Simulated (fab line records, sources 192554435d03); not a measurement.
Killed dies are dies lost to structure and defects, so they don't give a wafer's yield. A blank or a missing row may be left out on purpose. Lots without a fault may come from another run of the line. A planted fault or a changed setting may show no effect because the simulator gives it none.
Chamber matching | flow n5_finfet | N5_BEOL_M8_DESCUM_16 on rie_diel-06: 4 sister chambers
The step chemistry O2, time 7.9 s. 14 wafers are shown with their chamber, then 7 later ones without.

WAFERS WITH THEIR CHAMBER
wafer  | chamber | drypump_motor_current_A (A) | throttle_valve_pct (%) | showerhead_plenum_p_Torr (Torr)
L076.2 | 0       | 5.7                         | 20.24                  | 2.04
L076.4 | 2       | 5.4                         | 20.83                  | 2.17
L076.5 | 1       | 5.0                         | 20.16                  | 2.03
L077.3 | 2       | 5.4                         | 20.83                  | 2.17
L077.5 | 2       | 5.4                         | 20.84                  | 2.17
L077.6 | 1       | 5.0                         | 20.17                  | 2.03
L079.1 | 2       | 5.5                         | 20.84                  | 2.16
L079.3 | 3       | 6.4                         | 20.67                  | 2.08
L079.5 | 3       | 6.4                         | 20.69                  | 2.08
L080.2 | 2       | 5.4                         | 20.84                  | 2.16
L080.5 | 2       | 5.4                         | 20.84                  | 2.16
L080.6 | 1       | 5.0                         | 20.17                  | 2.03
L083.2 | 3       | 6.4                         | 20.69                  | 2.08
L083.5 | 1       | 5.0                         | 20.19                  | 2.03

SIGNATURES (means of the wafers above)
reading                  | chamber 0 | chamber 1 | chamber 2 | chamber 3 | scatter within a chamber
drypump_motor_current_A  | 5.700     | 5.000     | 5.417     | 6.400     | 0.0289
throttle_valve_pct       | 20.2400   | 20.1725   | 20.8367   | 20.6833   | 0.00935
showerhead_plenum_p_Torr | 2.0400    | 2.0300    | 2.1650    | 2.0800    | 0.00387
Rule: a wafer's distance from a chamber is the root of the sum, over the readings, of the square of ((its reading less the chamber's mean) divided by the reading's scatter). The wafer belongs to the nearest chamber; if the next one is less than 2 further off, it can't be placed. The scatter: the root of (the sum of the squares of (reading less its chamber's mean) over the shown wafers, divided by (wafers less chambers)).

WAFERS WITHOUT THEIR CHAMBER
wafer  | drypump_motor_current_A (A) | throttle_valve_pct (%) | showerhead_plenum_p_Torr (Torr)
L083.6 | 5.7                         | 20.26                  | 2.04
L085.2 | 6.4                         | 20.69                  | 2.08
L085.5 | 5.4                         | 20.87                  | 2.16
L085.6 | 6.4                         | 20.70                  | 2.08
L095.1 | 5.0                         | 20.21                  | 2.02
L095.2 | 5.7                         | 20.29                  | 2.03
L095.3 | 6.4                         | 20.74                  | 2.07

WHICH CHAMBER EACH WENT THROUGH
wafer  | from the rows above | in truth
L083.6 | 0                   | 0
L085.2 | 3                   | 3
L085.5 | 2                   | 2
L085.6 | 3                   | 3
L095.1 | 1                   | 1
L095.2 | 0                   | 0
L095.3 | 3                   | 3
Placed correctly: 7 of 7. Can't be placed from these rows: 0. Placed wrongly: 0.
